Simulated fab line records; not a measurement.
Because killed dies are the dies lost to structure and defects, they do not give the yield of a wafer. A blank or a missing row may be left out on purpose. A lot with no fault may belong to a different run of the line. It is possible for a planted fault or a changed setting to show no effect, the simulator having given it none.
Which tool was responsible? | flow n5 finfet | Sampling: 9 lots, 27 wafers, 5 of 1938 route steps

## WHAT EACH GAUGE READ, for each wafer
N5_BEOL_M4_RC_MEAS_101. Usual: DIBL_N 36.5 mV/V, standard deviation 1.4; DIBL_P 36.9 mV/V, standard deviation 1.7; IOFF_N 0.163 nA/um, standard deviation 0.023; IOFF_P 0.22 nA/um, standard deviation 0.032; ION_N 673 uA/um, standard deviation 9; ION_P 462 uA/um, standard deviation 7.5; SS_N 71.6 mV/dec, standard deviation 0.54; SS_P 73.4 mV/dec, standard deviation 0.62; VT_N 249.8 mV, standard deviation 2.8; VT_P -250 mV, standard deviation 3.5.
lot  | measured     | on        | DIBL_N (mV/V)  | DIBL_P (mV/V)  | IOFF_N (nA/um)    | IOFF_P (nA/um) | ION_N (uA/um) | ION_P (uA/um) | SS_N (mV/dec)  | SS_P (mV/dec)  | VT_N (mV)         | VT_P (mV)      | flag
L605 | day 7 20:49  | prober-02 | 35.6 36.6 35.5 | 35.4 36.4 35.4 | 0.143 0.167 0.149 | 0.19 0.20 0.19 | 663 665 674   | 459 450 461   | 71.8 72.1 71.7 | 73.3 73.2 72.7 | 252.3 249.5 251.7 | -255 -253 -255 |
L609 | day 8 20:10  | prober-01 | 37.6 37.0 36.0 | 36.9 35.2 35.0 | 0.182 0.159 0.147 | 0.29 0.25 0.25 | 679 663 675   | 470 466 472   | 71.9 72.1 71.5 | 72.8 73.0 72.7 | 247.3 249.2 251.0 | -242 -245 -243 |
L613 | day 9 21:07  | prober-01 | 36.0 35.8 36.5 | 37.5 37.3 37.8 | 0.176 0.174 0.187 | 0.25 0.25 0.27 | 676 672 679   | 468 469 469   | 71.8 71.7 73.1 | 74.1 74.3 73.4 | 248.6 246.6 249.4 | -244 -248 -246 |
L614 | day 10 00:04 | prober-02 | 33.7 35.0 35.0 | 34.2 37.2 36.4 | 0.114 0.146 0.137 | 0.14 0.18 0.17 | 642 671 670   | 441 453 453   | 71.0 71.8 71.4 | 72.4 72.6 73.4 | 256.7 250.6 253.7 | -258 -256 -256 |
L622 | day 12 12:41 | prober-02 | 36.8 36.8 37.8 | 38.5 38.7 40.1 | 0.174 0.182 0.198 | 0.21 0.24 0.25 | 686 684 688   | 462 470 467   | 71.9 71.7 72.4 | 73.5 73.6 73.6 | 247.8 248.8 244.6 | -251 -248 -246 |
L624 | day 12 13:56 | prober-01 | 33.6 35.3 33.0 | 35.0 36.8 34.3 | 0.123 0.146 0.114 | 0.19 0.21 0.18 | 658 678 657   | 461 464 461   | 70.9 71.4 71.1 | 72.6 73.4 73.1 | 255.1 253.1 255.0 | -251 -252 -256 |
L625 | day 12 18:17 | prober-02 | 37.8 35.1 34.4 | 39.6 36.1 35.9 | 0.191 0.142 0.128 | 0.22 0.17 0.17 | 679 671 656   | 457 448 454   | 71.9 71.0 70.8 | 74.2 73.7 73.8 | 247.5 251.1 255.7 | -252 -258 -254 |
L628 | day 13 15:49 | prober-02 | 37.3 38.3 37.7 | 36.0 37.0 35.6 | 0.184 0.213 0.183 | 0.25 0.29 0.25 | 675 673 673   | 464 460 462   | 71.8 71.7 72.7 | 73.7 74.9 74.1 | 246.7 245.4 249.9 | -246 -246 -247 |
L627 | day 13 21:52 | prober-02 | 37.4 35.0 37.4 | 36.8 33.4 36.2 | 0.154 0.117 0.156 | 0.21 0.16 0.20 | 669 668 664   | 464 456 455   | 71.8 71.4 71.9 | 73.0 72.8 73.4 | 251.2 254.7 252.8 | -249 -253 -249 |

## EACH LOT AND THE TOOL THAT RAN IT (in order: tool; ch and the chambers of the sampled wafers; start)
lot  | N5_BEOL_M2_ETCH_69                 | N5_BEOL_M2_ETCH_41                           | N5_BEOL_M2_STRIP_97                          | N5_BEOL_M2_SPUTTER_48
L605 | rie diel-05 ch 1,3, day 6 15:34    | rie diel-03 ch 2,3, day 6 17:01 or earlier   | rie diel-03 ch 2,3, day 6 17:01 or earlier   | pvd sputter-03, day 6 17:01
L609 | rie diel-04 ch 0,1, day 7 17:26    | rie diel-05 ch 0,1,3, day 7 20:04 or earlier | rie diel-05 ch 0,1,3, day 7 20:04 or earlier | pvd sputter-01, day 7 20:04
L613 | rie diel-05 ch 0,2,3, day 8 19:25  | rie diel-03 ch 0,1,2, day 8 23:03 or earlier | rie diel-03 ch 0,1,2, day 8 23:03 or earlier | pvd sputter-03, day 8 23:03
L614 | rie diel-04 ch 2,3, day 8 20:13    | rie diel-05 ch 2,3, day 9 02:46 or earlier   | rie diel-05 ch 2,3, day 9 02:46 or earlier   | pvd sputter-01, day 9 02:46
L622 | rie diel-05 ch 0,1,3, day 10 23:17 | rie diel-05 ch 2,3, day 11 06:02 or earlier  | rie diel-05 ch 2,3, day 11 06:02 or earlier  | pvd sputter-03, day 11 06:02
L624 | rie diel-03 ch 0,1,3, day 11 03:23 | rie diel-04 ch 0,1, day 11 08:08 or earlier  | rie diel-04 ch 0,1, day 11 08:08 or earlier  | pvd sputter-03, day 11 08:08
L625 | rie diel-03 ch 0,1,3, day 11 08:14 | rie diel-03 ch 1,3, day 11 11:36 or earlier  | rie diel-03 ch 1,3, day 11 11:36 or earlier  | pvd sputter-01, day 11 11:36
L628 | rie diel-05 ch 0,1,2, day 12 09:54 | rie diel-03 ch 1,3, day 12 13:24 or earlier  | rie diel-03 ch 1,3, day 12 13:24 or earlier  | pvd sputter-03, day 12 13:24
L627 | rie diel-03 ch 1,2,3, day 12 13:59 | rie diel-05 ch 0,3, day 12 17:40 or earlier  | rie diel-05 ch 0,3, day 12 17:40 or earlier  | pvd sputter-03, day 12 17:40
- N5_BEOL_M2_ETCH_69: etches SiARC in CF4, target depth 15.6 nm, time 26 s.
- N5_BEOL_M2_ETCH_41: etches SiCN in CH3F/O2, target depth 29.9 nm, time 52.5 s.
- N5_BEOL_M2_STRIP_97: strips in N2/H2, time 10 s.
- N5_BEOL_M2_SPUTTER_48: material Cu, target thk 4.5 nm, time 8.29 s.

## AS READ BY THE TOOLS THEMSELVES (means over the sampled wafers that have a number; for cases with no such wafer, the mark the record gives instead)
N5_BEOL_M2_ETCH_69. Usual: drypump motor current A 6.1 A, standard deviation 0.35; etch rf on time s 26.0 s, standard deviation 0.39; oes product au 0.68 a.u., standard deviation 0.076; rf vpp V 183.8 V, standard deviation 1.1; showerhead plenum p Torr 2.13 Torr, standard deviation 0.052; throttle valve pct 15.64 %, standard deviation 0.28.
lot  | tool        | drypump motor current A (A) | etch rf on time s (s) | oes product au (a.u.) | rf vpp V (V) | showerhead plenum p Torr (Torr) | throttle valve pct (%) | flag
L605 | rie diel-05 | 6.2                         | 26.6                  | 0.61                  | 184.6        | 2.18                            | 16.00                  |
L609 | rie diel-04 | 5.6                         | 26.2                  | 0.58                  | 183.6        | 2.17                            | 15.67                  |
L613 | rie diel-05 | 6.2                         | 25.8                  | 0.67                  | 184.1        | 2.13                            | 15.56                  |
L614 | rie diel-04 | 6.0                         | 26.1                  | 0.65                  | 183.1        | 2.05                            | 15.80                  |
L622 | rie diel-05 | 6.1                         | 26.0                  | 0.68                  | 183.5        | 2.12                            | 15.64                  |
L624 | rie diel-03 | 6.2                         | 25.8                  | 0.71                  | 183.9        | 2.14                            | 15.70                  |
L625 | rie diel-03 | 6.2                         | 25.7                  | 0.70                  | 183.6        | 2.13                            | 15.70                  |
L628 | rie diel-05 | 6.2                         | 25.9                  | 0.69                  | 183.5        | 2.08                            | 15.45                  |
L627 | rie diel-03 | 6.1                         | 26.4                  | 0.73                  | 184.1        | 2.14                            | 15.68                  |

N5_BEOL_M2_ETCH_41. Usual: drypump motor current A 6.1 A, standard deviation 0.36; oes product au 0.81 a.u., standard deviation 0.092; rf vpp V 297.4 V, standard deviation 1.4; showerhead plenum p Torr 2.00 Torr, standard deviation 0.055; throttle valve pct 16.35 %, standard deviation 0.28.
lot  | tool        | drypump motor current A (A) | oes product au (a.u.) | rf vpp V (V) | showerhead plenum p Torr (Torr) | throttle valve pct (%) | flag
L605 | rie diel-03 | 6.0                         | 0.78                  | 297.8        | 2.03                            | 16.38                  |
L609 | rie diel-05 | 6.1                         | 0.75                  | 297.4        | 2.00                            | 16.48                  |
L613 | rie diel-03 | 5.9                         | 0.82                  | 297.5        | 2.01                            | 16.57                  |
L614 | rie diel-05 | 6.3                         | 0.77                  | 296.5        | 1.98                            | 16.29                  |
L622 | rie diel-05 | 6.2                         | 0.72                  | 297.2        | 2.02                            | 16.54                  |
L624 | rie diel-04 | 5.6                         | 0.85                  | 297.3        | 2.03                            | 16.12                  |
L625 | rie diel-03 | 6.5                         | 0.84                  | 297.1        | 1.97                            | 16.37                  |
L628 | rie diel-03 | 6.4                         | 0.83                  | 297.9        | 1.97                            | 16.40                  |
L627 | rie diel-05 | 6.1                         | 0.75                  | 296.9        | 1.97                            | 16.32                  |

N5_BEOL_M2_STRIP_97. Usual: drypump motor current A 6.1 A, standard deviation 0.36; h2 flow sccm 199.9 sccm, standard deviation 0.63; oes product au 0.81 a.u., standard deviation 0.092; rf vpp V 59.2 V, standard deviation 0.84; showerhead plenum p Torr 2.54 Torr, standard deviation 0.07; throttle valve pct 23.75 %, standard deviation 0.29.
lot  | tool        | drypump motor current A (A) | h2 flow sccm (sccm) | oes product au (a.u.) | rf vpp V (V) | showerhead plenum p Torr (Torr) | throttle valve pct (%) | flag
L605 | rie diel-03 | 6.1                         | 199.0               | 0.78                  | 59.0         | 2.58                            | 23.70                  |
L609 | rie diel-05 | 6.2                         | 199.7               | 0.75                  | 59.0         | 2.53                            | 23.90                  |
L613 | rie diel-03 | 5.9                         | 199.9               | 0.81                  | 59.9         | 2.56                            | 24.00                  |
L614 | rie diel-05 | 6.3                         | 200.0               | 0.77                  | 59.0         | 2.51                            | 23.68                  |
L622 | rie diel-05 | 6.2                         | 199.7               | 0.72                  | 58.5         | 2.56                            | 23.95                  |
L624 | rie diel-04 | 5.6                         | 199.5               | 0.85                  | 59.4         | 2.57                            | 23.55                  |
L625 | rie diel-03 | 6.4                         | 200.0               | 0.84                  | 59.1         | 2.51                            | 23.74                  |
L628 | rie diel-03 | 6.4                         | 200.2               | 0.83                  | 59.3         | 2.50                            | 23.75                  |
L627 | rie diel-05 | 6.1                         | 200.2               | 0.76                  | 58.2         | 2.50                            | 23.86                  |

N5_BEOL_M2_SPUTTER_48. Usual: chamber pressure pa 0.06999 Pa, standard deviation 0.00014; chuck gas flow sccm 1.26 sccm, standard deviation 0.049; throttle valve pct 29.7 %, standard deviation 1.1.
lot  | tool           | chamber pressure pa (Pa) | chuck gas flow sccm (sccm) | throttle valve pct (%) | flag
L605 | pvd sputter-03 | 0.06987                  | 1.30                       | 30.2                   |
L609 | pvd sputter-01 | 0.07016                  | 1.26                       | 29.0                   |
L613 | pvd sputter-03 | -                        | -                          | -                      | OFF
L614 | pvd sputter-01 | -                        | -                          | -                      | OFF
L622 | pvd sputter-03 | 0.06989                  | 1.30                       | 29.8                   |
L624 | pvd sputter-03 | 0.07000                  | 1.30                       | 29.6                   |
L625 | pvd sputter-01 | 0.07003                  | 1.28                       | 28.9                   |
L628 | pvd sputter-03 | 0.06993                  | 1.25                       | 30.5                   |
L627 | pvd sputter-03 | 0.06994                  | 1.26                       | 30.2                   |

## THE ANSWER, worked out from the rows above alone
Rule: take the mean of a lot's wafers that have a number; if it is more than 3 standard deviations from the usual mean, the lot is off. Also off: a lot with no number at a reading for which 4 or more lots have one. All remaining lots with rows at the step are treated as sound. First the gauges in route order, then the tools' own readings, where a lot's mean is used as printed above. The first step at which some lot is off is used, and at that step the reading that is off furthest; a lot without a number counts as furthest.
Off at N5_BEOL_M2_SPUTTER_48 (chamber pressure pa): L613, L614. Without a number there: L613, L614.
If a tool, at that step or one of the process steps before it, ran each lot that is off and ran no sound lot following the first of them, it fits. Because N5_BEOL_M2_ETCH_41 lacks a start for some lots, the hours and order of its lots are taken from N5_BEOL_M2_SPUTTER_48. Because N5_BEOL_M2_STRIP_97 lacks a start for some lots, the hours and order of its lots are taken from N5_BEOL_M2_SPUTTER_48. None of those tried fits.

## WHAT THE SIMULATOR HAD INSERTED
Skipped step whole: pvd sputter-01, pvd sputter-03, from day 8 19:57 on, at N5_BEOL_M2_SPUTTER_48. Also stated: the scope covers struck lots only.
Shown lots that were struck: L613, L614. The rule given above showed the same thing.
